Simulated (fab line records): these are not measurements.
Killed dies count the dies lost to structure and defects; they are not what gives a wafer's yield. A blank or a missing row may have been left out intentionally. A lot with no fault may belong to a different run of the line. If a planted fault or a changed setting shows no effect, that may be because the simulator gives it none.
fab line records	flow nandHarc	part 1 of 2: steps 1 to 25 of 34
record: lots: 5	wafers: 15	lastDay: 33
route steps=1302 shown A_CONTACT@1010
lots that met no fault: taken from a fault-free run of the same line
startH: hours from the record's opening day to when the first of the lot's shown wafers began	waitH: hours elapsed since this lot's preceding step	" as in the row above	L1.1+2: several wafers, shown together as one row	- either no value or no given start	* or withheld: withheld	< > ~ a bound
route shown NAME@n: names a module that has steps shown in the file, with the first one's number in the route	usual: average and standard deviation across the fault-free wafers	same: alike in all rows	chamber/n: place in a boat	sites: each site's reading	_std_site: the standard deviation of these	_edge_site: mean of outer sites minus mean of inner sites	radiusMm: for every site, how far away it sits from the centre of the wafer	mask NAME#n: copy n	behind: the tool/chamber that last shaped the wafer	hold: reason for holding the lot/hours on hold/outcome of the hold	device: names the non-switching transistor (n, p or np)	end of line: tests run on the same wafers once the route is complete	for a step that has no rows: nothing shown but its recipe	killed: dies that structure and defects cost at the first sort, which is not the same as the wafer's yield	map: per-die view of a wafer (x killed, . not killed, _ where there is no die)
set.NAME: the setting as run; set.NAME@STEP: as run at that earlier step	model.NAME: the simulator's own value behind a step, which no gauge read
a table for each step, a row for each wafer; lots at some steps of the route
services: when a tool's chamber went out of use (startH, in hours from the record's first day, below 0 if earlier), for how many hours, and the reason
== steps ==
step: NHARC_A_CONTACT_ETCH_116
recipe: sourceW: withheld	pressureMtorr: 20	biasV: 3000	timeS: 190	targetDepthA: 18500	arFlowSccm: withheld	c4f8FlowSccm: withheld	o2FlowSccm: withheld	chemistry: C4F8/O2/Ar
lot.wafer	tool	chamber	startH	waitH	rfHoursCounterH
L074.1	harCapEtch-01	0	491.16	0.1	129
L074.4	"	0	"	"	-
L074.3	"	1	"	"	-
L082.3	harCapEtch-01	0	575.99	0.1	-
L082.5	"	0	"	"	-
L082.6	"	1	"	"	-
L085.2	harCapEtch-02	1	608.58	0.2	107
L085.4	"	0	"	"	-
L085.5	"	0	"	"	-
L091.1	harCapEtch-01	1	654.79	0.1	29
L091.3	"	0	"	"	-
L091.5	"	0	"	"	-
L096.2	harCapEtch-03	0	709.59	0.1	74
L096.4	"	0	"	"	-
L096.6	"	1	"	"	-
step: NHARC_A_CONTACT_ETCH_117
recipe: sourceW: withheld	pressureMtorr: 20	biasV: 3000	timeS: 190	targetDepthA: 18500	arFlowSccm: withheld	c4f8FlowSccm: withheld	o2FlowSccm: withheld	chemistry: C4F8/O2/Ar
lot.wafer	tool	chamber	startH	waitH	rfHoursCounterH
L074.1	harCapEtch-01	0	491.34	0.1	129
L074.4	"	0	"	"	-
L074.3	"	1	"	"	-
L082.3	harCapEtch-01	0	576.16	0.1	-
L082.5	"	0	"	"	-
L082.6	"	1	"	"	-
L085.2	harCapEtch-02	1	608.81	0.2	107
L085.4	"	0	"	"	-
L085.5	"	0	"	"	-
L091.1	harCapEtch-01	1	654.96	0.1	29
L091.3	"	0	"	"	-
L091.5	"	0	"	"	-
L096.2	harCapEtch-03	0	709.76	0.1	74
L096.4	"	0	"	"	-
L096.6	"	1	"	"	-
step: NHARC_A_CONTACT_ETCH_118
recipe: sourceW: withheld	pressureMtorr: 20	biasV: 3000	timeS: 190	targetDepthA: 18500	arFlowSccm: withheld	c4f8FlowSccm: withheld	o2FlowSccm: withheld	chemistry: C4F8/O2/Ar
lot.wafer	tool	chamber	startH	waitH	rfHoursCounterH
L074.1	harCapEtch-01	0	491.51	0.1	129
L074.4	"	0	"	"	-
L074.3	"	1	"	"	-
L082.3	harCapEtch-01	0	576.33	0.1	-
L082.5	"	0	"	"	-
L082.6	"	1	"	"	-
L085.2	harCapEtch-02	1	609.04	0.2	107
L085.4	"	0	"	"	-
L085.5	"	0	"	"	-
L091.1	harCapEtch-01	1	655.14	0.1	29
L091.3	"	0	"	"	-
L091.5	"	0	"	"	-
L096.2	harCapEtch-03	0	709.94	0.1	74
L096.4	"	0	"	"	-
L096.6	"	1	"	"	-
step: NHARC_A_CONTACT_ETCH_119
recipe: sourceW: withheld	pressureMtorr: 20	biasV: 3000	timeS: 190	targetDepthA: 18500	arFlowSccm: withheld	c4f8FlowSccm: withheld	o2FlowSccm: withheld	chemistry: C4F8/O2/Ar
lot.wafer	tool	chamber	startH	waitH	rfHoursCounterH
L074.1	harCapEtch-01	0	491.68	0.1	130
L074.4	"	0	"	"	-
L074.3	"	1	"	"	-
L082.3	harCapEtch-01	0	576.50	0.1	-
L082.5	"	0	"	"	-
L082.6	"	1	"	"	-
L085.2	harCapEtch-02	1	609.26	0.2	108
L085.4	"	0	"	"	-
L085.5	"	0	"	"	-
L091.1	harCapEtch-01	1	655.31	0.1	29
L091.3	"	0	"	"	-
L091.5	"	0	"	"	-
L096.2	harCapEtch-03	0	710.11	0.1	75
L096.4	"	0	"	"	-
L096.6	"	1	"	"	-
step: NHARC_A_CONTACT_ETCH_120
recipe: sourceW: withheld	pressureMtorr: 20	biasV: 3000	timeS: 190	targetDepthA: 18500	arFlowSccm: withheld	c4f8FlowSccm: withheld	o2FlowSccm: withheld	chemistry: C4F8/O2/Ar
lot.wafer	tool	chamber	startH	waitH	rfHoursCounterH
L074.1	harCapEtch-01	0	491.85	0.1	130
L074.4	"	0	"	"	-
L074.3	"	1	"	"	-
L082.3	harCapEtch-01	0	576.67	0.1	-
L082.5	"	0	"	"	-
L082.6	"	1	"	"	-
L085.2	harCapEtch-02	1	609.49	0.2	108
L085.4	"	0	"	"	-
L085.5	"	0	"	"	-
L091.1	harCapEtch-01	1	655.48	0.1	29
L091.3	"	0	"	"	-
L091.5	"	0	"	"	-
L096.2	harCapEtch-03	0	710.28	0.1	75
L096.4	"	0	"	"	-
L096.6	"	1	"	"	-
step: NHARC_A_CONTACT_ETCH_121
recipe: sourceW: withheld	pressureMtorr: 20	biasV: 3000	timeS: 190	targetDepthA: 18500	arFlowSccm: withheld	c4f8FlowSccm: withheld	o2FlowSccm: withheld	chemistry: C4F8/O2/Ar
lot.wafer	tool	chamber	startH	waitH	rfHoursCounterH
L074.1	harCapEtch-01	0	492.02	0.1	130
L074.4	"	0	"	"	-
L074.3	"	1	"	"	-
L082.3	harCapEtch-01	0	576.85	0.1	-
L082.5	"	0	"	"	-
L082.6	"	1	"	"	-
L085.2	harCapEtch-02	1	609.79	0.3	108
L085.4	"	0	"	"	-
L085.5	"	0	"	"	-
L091.1	harCapEtch-01	1	655.65	0.1	29
L091.3	"	0	"	"	-
L091.5	"	0	"	"	-
L096.2	harCapEtch-03	0	710.45	0.1	75
L096.4	"	0	"	"	-
L096.6	"	1	"	"	-
step: NHARC_A_CONTACT_ETCH_122
recipe: sourceW: withheld	pressureMtorr: 20	biasV: 3000	timeS: 190	targetDepthA: 18500	arFlowSccm: withheld	c4f8FlowSccm: withheld	o2FlowSccm: withheld	chemistry: C4F8/O2/Ar
lot.wafer	tool	chamber	startH	waitH	rfHoursCounterH
L074.1	harCapEtch-01	0	492.20	0.1	130
L074.4	"	0	"	"	-
L074.3	"	1	"	"	-
L082.3	harCapEtch-01	0	577.02	0.1	-
L082.5	"	0	"	"	-
L082.6	"	1	"	"	-
L085.2	harCapEtch-02	1	610.09	0.2	108
L085.4	"	0	"	"	-
L085.5	"	0	"	"	-
L091.1	harCapEtch-01	1	655.82	0.1	30
L091.3	"	0	"	"	-
L091.5	"	0	"	"	-
L096.2	harCapEtch-03	0	710.62	0.1	75
L096.4	"	0	"	"	-
L096.6	"	1	"	"	-
step: NHARC_A_CONTACT_ETCH_123
recipe: sourceW: withheld	pressureMtorr: 20	biasV: 400	timeS: 490	targetDepthA: 21100	arFlowSccm: withheld	c4f8FlowSccm: 11.5	o2FlowSccm: 7.2	chemistry: C4F8/O2/Ar
lot.wafer	tool	chamber	startH	waitH	rfHoursCounterH
L074.1	harCapEtch-01	0	492.37	0.1	130
L074.4	"	0	"	"	-
L074.3	"	1	"	"	-
L082.3	harCapEtch-01	0	577.30	0.3	-
L082.5	"	0	"	"	-
L082.6	"	1	"	"	-
L085.2	harCapEtch-02	1	610.39	0.3	108
L085.4	"	0	"	"	-
L085.5	"	0	"	"	-
L091.1	harCapEtch-01	1	655.99	0.1	30
L091.3	"	0	"	"	-
L091.5	"	0	"	"	-
L096.2	harCapEtch-03	0	710.86	0.2	75
L096.4	"	0	"	"	-
L096.6	"	1	"	"	-
step: NHARC_A_CONTACT_ETCH_90
recipe: targetDepthA: 400	overEtchFrac: 0.5	timeS: 85.7	ionEnergyEv: 120	ch3fFlowSccm: 50	o2FlowSccm: 30	arFlowSccm: 200	rfW: 500	biasW: 100	chemistry: CH3F/O2
usual: drypumpMotorCurrentA: 5.4/0.4	oesProductAu: 0.95/0.037	rfFwdPowerW: 495.5/1.7	rfVppV: 243.7/1.7	showerheadPlenumPTorr: 2.42/0.11	throttleValvePct: 20.663/0.0091
lot.wafer	tool	chamber	startH	waitH	drypumpMotorCurrentA	oesProductAu	rfFwdPowerW	rfHoursCounterH	rfVppV	showerheadPlenumPTorr	throttleValvePct
L074.1	rieDiel-13	3	493.34	0.9	5.5	1.00	497.1	24	243.7	2.40	20.658
L074.3	"	0	"	"	5.2	1.00	495.2	26	246.2	2.46	20.657
L074.4	"	1	"	"	5.7	1.01	496.6	27	246.3	2.53	20.668
L082.3	rieDiel-13	3	578.15	0.8	5.6	0.92	496.1	8	242.7	2.39	20.657
L082.5	"	0	"	"	5.2	0.91	495.4	-	244.5	2.46	20.672
L082.6	"	1	"	"	5.7	0.91	493.6	-	246.7	2.53	20.662
L085.2	rieDiel-06	3	611.80	1.2	5.4	0.92	498.6	40	241.0	2.28	20.659
L085.4	"	0	"	"	5.4	0.92	497.8	40	240.9	2.31	20.679
L085.5	"	3	"	"	5.4	0.92	498.1	-	240.1	2.28	20.643
L091.1	rieDiel-13	0	657.03	0.9	5.2	0.93	493.6	26	243.9	2.45	20.678
L091.3	"	2	"	"	4.9	0.91	493.1	25	242.2	2.30	20.664
L091.5	"	3	"	"	5.6	0.93	495.4	-	243.1	2.38	20.651
L096.2	rieDiel-06	1	711.78	0.8	5.2	1.00	495.9	15	245.3	2.58	20.665
L096.4	"	2	"	"	4.9	1.00	496.5	17	244.2	2.38	20.662
L096.6	"	0	"	"	5.4	1.01	496.2	-	242.2	2.30	20.677
step: NHARC_A_CONTACT_ETCH_96
recipe: targetDepthA: 200	overEtchFrac: 0.5	timeS: 10	ionEnergyEv: 250	c4f6FlowSccm: 25	o2FlowSccm: 20	arFlowSccm: 500	rfW: 600	biasW: 500	chemistry: C4F6/O2
usual: drypumpMotorCurrentA: 5.4/0.4	oesProductAu: 0.966/0.027	rfFwdPowerW: 585.4/2.2	rfVppV: 546/3.5	showerheadPlenumPTorr: 3.87/0.16	throttleValvePct: 26.902/0.0088
lot.wafer	tool	chamber	startH	waitH	drypumpMotorCurrentA	oesProductAu	rfFwdPowerW	rfHoursCounterH	rfVppV	showerheadPlenumPTorr	throttleValvePct
L074.1	rieDiel-13	2	-	-	4.9	1.004	582.5	24	542	3.70	26.897
L074.3	"	3	"	"	5.6	0.995	586.5	24	546	3.83	26.893
L074.4	"	1	"	"	5.7	1.002	584.6	27	550	4.04	26.911
L082.3	rieDiel-13	1	-	-	5.7	0.951	586.2	9	547	4.03	26.908
L082.5	"	2	"	"	4.9	0.944	585.0	-	543	3.69	26.907
L082.6	"	3	"	"	5.6	0.949	584.4	-	546	3.82	26.901
L085.2	rieDiel-06	2	-	-	4.9	0.945	584.0	42	543	3.83	26.905
L085.4	"	0	"	"	5.4	0.934	589.9	40	544	3.71	26.908
L085.5	"	1	"	"	5.3	0.937	586.7	-	552	4.13	26.908
L091.1	rieDiel-13	0	-	-	5.2	0.959	586.9	26	547	3.91	26.905
L091.3	"	2	"	"	4.9	0.972	584.7	25	542	3.68	26.904
L091.5	"	1	"	"	5.7	0.971	587.7	-	549	4.02	26.884
L096.2	rieDiel-06	0	-	-	5.4	1.011	588.7	12	543	3.69	26.891
L096.4	"	2	"	"	4.9	0.992	584.0	17	545	3.80	26.894
L096.6	"	0	"	"	5.4	1.010	590.2	-	542	3.69	26.908
step: NHARC_A_CONTACT_CD_MEAS_53
usual: cdNm: 289.5/0.9
lot.wafer	tool	chamber	startH	waitH	cdNm
L074.1	cdSem-03	-	493.57	-	288.8
L074.3	"	-	"	"	289.8
L074.4	"	-	"	"	289.5
L082.3	cdSem-03	-	578.44	-	289.1
L082.5	"	-	"	"	289.5
L082.6	"	-	"	"	289.2
L085.2	cdSem-03	-	612.01	-	291.1
L085.4	"	-	"	"	291.6
L085.5	"	-	"	"	291.7
L091.1	cdSem-03	-	657.26	-	290.0
L091.3	"	-	"	"	289.2
L091.5	"	-	"	"	290.0
L096.2	cdSem-02	-	711.97	-	290.0
L096.4	"	-	"	"	289.1
L096.6	"	-	"	"	289.4
step: NHARC_A_CONTACT_STRIP_99
recipe: n2FlowSccm: 150	h2FlowSccm: 150	arFlowSccm: 0	biasW: 0	chemistry: N2/H2
lot.wafer	tool	chamber	startH	waitH
L074.1+4+3	rieDiel-12	2,0,1	493.66	0.1
L082.3+6+5	rieDiel-13	0,2,3	578.54	0.1
L085.4+2+5	rieDiel-13	0,2,1	612.09	0.1
L091.3+1+5	rieDiel-12	1,0,1	657.50	0.2
L096.2+4+6	rieDiel-13	3,1,3	712.06	0.1
step: NHARC_A_CONTACT_STRIP_100
recipe: cf4FlowSccm: 100	chf3FlowSccm: 30	arFlowSccm: 0	biasW: 0	chemistry: CF4/CHF3
lot.wafer	tool	chamber	startH	waitH
L074.3+1+4	rieDiel-12	2,3,0	493.75	0.1
L082.3+5+6	rieDiel-13	2,3,0	578.62	0.1
L085.2+4+5	rieDiel-13	0,1,0	612.18	0.1
L091.1+3+5	rieDiel-12	0,3,0	657.59	0.1
L096.2+4+6	rieDiel-13	2,3,2	712.14	0.1
step: NHARC_A_CONTACT_STRIP_101
recipe: o2FlowSccm: 400	cosFlowSccm: 20	arFlowSccm: 0	biasW: 0	chemistry: O2/COS
lot.wafer	tool	chamber	startH	waitH
L074.3+4+1	rieDiel-12	2,3,0	493.81	0.1
L082.3+6+5	rieDiel-13	0,1,2	578.69	0.1
L085.2+4+5	rieDiel-13	1,2,2	612.24	0.1
L091.1+3+5	rieDiel-12	0,1,2	657.66	0.1
L096.2+4+6	rieDiel-13	3,1,0	712.20	0.1
step: NHARC_A_CONTACT_ETCH_102
recipe: targetDepthA: 1000	overetchA: 100	timeS: 55	ionEnergyEv: 100	cf4FlowSccm: 80	o2FlowSccm: 20	arFlowSccm: 0	rfW: 300	biasW: 100	chemistry: CF4/O2
usual: drypumpMotorCurrentA: 5.5/0.49	oes_ar_750_au: 1.000/0.0047	oesProductAu: 1.002/0.012	rfFwdPowerW: 296.0/1.3	rfVppV: 197.5/1.5	showerheadPlenumPTorr: 1.32/0.062	throttleValvePct: 13.396/0.0084
lot.wafer	tool	chamber	startH	waitH	drypumpMotorCurrentA	oes_ar_750_au	oesProductAu	rfFwdPowerW	rfHoursCounterH	rfVppV	showerheadPlenumPTorr	throttleValvePct
L074.1	rieDiel-12	2	493.87	0.0	5.4	1.007	0.997	296.2	13	196.6	1.26	13.418
L074.4	"	3	"	"	5.8	0.997	1.015	297.7	11	200.3	1.44	13.387
L074.3	"	1	"	"	6.6	0.997	1.016	297.2	16	196.0	1.25	13.411
L082.3	rieDiel-13	0	578.75	0.1	5.2	1.003	1.001	293.3	10	197.9	1.34	13.388
L082.5	"	1	"	"	5.7	0.999	0.992	295.7	-	197.6	1.37	13.396
L082.6	"	2	"	"	4.9	1.004	1.001	295.7	-	195.4	1.25	13.399
L085.2	rieDiel-13	0	612.30	0.1	5.2	0.996	0.993	293.9	15	198.2	1.33	13.394
L085.4	"	2	"	"	4.9	1.003	1.001	295.9	14	194.8	1.25	13.392
L085.5	"	1	"	"	5.7	1.001	0.990	294.9	-	199.3	1.37	13.396
L091.1	rieDiel-12	0	657.71	0.1	6.3	1.011	1.018	298.0	10	197.8	1.34	13.408
L091.3	"	2	"	"	5.5	0.994	1.004	294.5	11	194.9	1.25	13.396
L091.5	"	1	"	"	6.6	1.005	1.013	297.1	-	196.2	1.24	13.394
L096.2	rieDiel-13	0	712.27	0.1	5.1	1.005	0.995	294.7	2	198.5	1.33	13.409
L096.4	"	1	"	"	5.7	0.999	1.011	294.8	3	199.6	1.37	13.395
L096.6	"	3	"	"	5.6	0.997	0.993	295.5	-	196.8	1.29	13.393
step: NHARC_A_CONTACT_STRIP_55
recipe: o2FlowSccm: 500	arFlowSccm: 0	biasW: 0	chemistry: O2
usual: drypumpMotorCurrentA: 5.6/0.49	oesProductAu: 1.001/0.0099	rfVppV: 57.7/0.88	showerheadPlenumPTorr: 3.49/0.15	throttleValvePct: 17.036/0.0089
lot.wafer	tool	chamber	startH	waitH	drypumpMotorCurrentA	oesProductAu	rfHoursCounterH	rfVppV	showerheadPlenumPTorr	throttleValvePct
L074.1	rieDiel-12	0	-	-	6.3	0.995	13	57.8	3.58	17.034
L074.3	"	1	"	"	6.6	1.020	16	56.1	3.32	17.006
L074.4	"	2	"	"	5.4	1.000	13	57.1	3.34	17.041
L082.3	rieDiel-13	2	-	-	4.9	1.003	8	57.2	3.32	17.039
L082.5	"	2	"	"	4.9	0.999	-	56.3	3.32	17.029
L082.6	"	3	"	"	5.6	0.999	-	57.7	3.44	17.029
L085.2	rieDiel-13	2	-	-	4.9	1.015	14	57.2	3.31	17.026
L085.4	"	3	"	"	5.5	1.004	15	57.7	3.43	17.027
L085.5	"	1	"	"	5.7	0.986	-	58.4	3.62	17.047
L091.1	rieDiel-12	2	-	-	5.4	1.001	11	57.0	3.31	17.035
L091.3	"	0	"	"	6.3	1.008	10	58.7	3.55	17.025
L091.5	"	2	"	"	5.4	0.998	-	57.5	3.31	17.031
L096.4	rieDiel-13	3	-	-	5.6	0.993	2	56.0	3.42	17.035
L096.2	"	1	"	"	5.7	1.008	3	58.3	3.61	17.043
L096.6	"	3	"	"	5.6	1.001	-	58.0	3.42	17.041
step: NHARC_A_CONTACT_STRIP_56
recipe: timeS: 600	tempC: 30	chemistry: postEtchResidueRemover
lot.wafer	tool	chamber	startH	waitH
L074.1+4+3	wetBench-05	2,3,7	494.27	-
L082.6+5+3	wetBench-06	7,3,4	579.13	-
L085.2+5+4	wetBench-05	1,4,5	612.70	-
L091.1+5+3	wetBench-05	7,2,3	658.11	-
L096.2+6+4	wetBench-02	2,3,5	712.66	-
step: NHARC_A_CONTACT_DEP_57
recipe: targetThkA: 53000	tempC: 400	material: aC
usual: throttleValvePct: 35.001/0.0093
lot.wafer	tool	chamber	startH	waitH	throttleValvePct
L074.1	aclDep-01	0	496.81	-	35.005
L074.3	"	0	497.89	-	34.992
L074.4	"	0	"	"	34.999
L082.3	aclDep-01	0	585.05	-	35.005
L082.5	"	0	586.13	-	34.993
L082.6	"	0	"	"	34.993
L085.2	aclDep-01	0	613.51	-	35.006
L085.4	"	0	614.60	-	34.985
L085.5	"	0	"	"	35.019
L091.1	aclDep-01	0	658.85	-	35.003
L091.3	"	0	659.92	-	35.001
L091.5	"	0	660.99	-	34.999
L096.2	aclDep-03	0	716.16	-	35.008
L096.4	"	0	717.24	-	34.994
L096.6	"	0	718.32	-	34.990
step: NHARC_A_CONTACT_DEP_58
recipe: targetThkA: 900	targetThkNm: 90	tempC: 400	pressureTorr: 3.5	flowSccm: 200	rfW: 350	material: SiON
usual: chamberPressureTorr: 3.501/0.0075	heaterPowerW: 740/110	rfFwdPowerW: 348.4/1.1
lot.wafer	tool	chamber	startH	waitH	chamberPressureTorr	heaterPowerW	rfFwdPowerW
L074.1	pecvd-04	1	500.09	2.7	3.512	575	348.7
L074.3	"	2	"	"	3.508	726	347.2
L074.4	"	1	"	"	3.503	568	349.7
L082.3	pecvd-01	0	587.29	1.7	3.508	1000	349.2
L082.5	"	1	"	"	3.497	607	349.6
L082.6	"	2	"	"	3.505	684	346.1
L085.2	pecvd-04	0	616.34	2.3	3.500	827	347.8
L085.5	"	2	"	"	3.502	744	349.5
L085.4	"	0	"	"	3.503	836	346.6
L091.3	pecvd-03	0	662.08	1.6	3.513	767	347.1
L091.1	"	2	"	"	3.499	695	350.8
L091.5	"	0	"	"	3.507	804	348.3
L096.2	pecvd-04	0	718.92	2.2	3.499	820	348.5
L096.4	"	0	"	"	3.508	799	349.3
L096.6	"	1	"	"	3.497	645	347.2
step: NHARC_A_CONTACT_DEHYDRATE_59
recipe: tempC: 150	timeS: 120
lot.wafer	tool	chamber	startH	waitH
L074.1+3+4	lithoTrack-04	0	500.36	0.2
L082.3+5+6	lithoTrack-01	0	587.51	0.2
L085.2+4+5	lithoTrack-01	0	616.56	0.2
L091.1+3+5	lithoTrack-06	0	662.35	0.2
L096.2+4+6	lithoTrack-01	0	719.24	0.3
step: NHARC_A_CONTACT_HMDS_60
recipe: timeS: 30
lot.wafer	tool	chamber	startH	waitH
L074.1+3+4	lithoTrack-04	0	-	-
L082.3+5+6	lithoTrack-01	0	-	-
L085.2+4+5	lithoTrack-01	0	-	-
L091.1+3+5	lithoTrack-06	0	-	-
L096.2+4+6	lithoTrack-01	0	-	-
step: NHARC_A_CONTACT_COAT_61
recipe: tempC: 260	timeS: 75
lot.wafer	tool	chamber	startH	waitH
L074.1+3+4	lithoTrack-04	0	-	-
L082.3+5+6	lithoTrack-01	0	-	-
L085.2+4+5	lithoTrack-01	0	-	-
L091.1+3+5	lithoTrack-06	0	-	-
L096.2+4+6	lithoTrack-01	0	-	-
step: NHARC_A_CONTACT_COAT_62
recipe: tempC: 225	timeS: 65
lot.wafer	tool	chamber	startH	waitH
L074.1+3+4	lithoTrack-04	0	-	-
L082.3+5+6	lithoTrack-01	0	-	-
L085.2+4+5	lithoTrack-01	0	-	-
L091.1+3+5	lithoTrack-06	0	-	-
L096.2+4+6	lithoTrack-01	0	-	-
step: NHARC_A_CONTACT_COAT_63
recipe: spinRpm: 1500	resistThkNm: 90
lot.wafer	tool	chamber	startH	waitH
L074.1+3+4	lithoTrack-04	0	-	-
L082.3+5+6	lithoTrack-01	0	-	-
L085.2+4+5	lithoTrack-01	0	-	-
L091.1+3+5	lithoTrack-06	0	-	-
L096.2+4+6	lithoTrack-01	0	-	-
step: NHARC_A_CONTACT_SOFTBAKE_64
recipe: tempC: 105	timeS: 55
lot.wafer	tool	chamber	startH	waitH
L074.1+3+4	lithoTrack-04	0	-	-
L082.3+5+6	lithoTrack-01	0	-	-
L085.2+4+5	lithoTrack-01	0	-	-
L091.1+3+5	lithoTrack-06	0	-	-
L096.2+4+6	lithoTrack-01	0	-	-
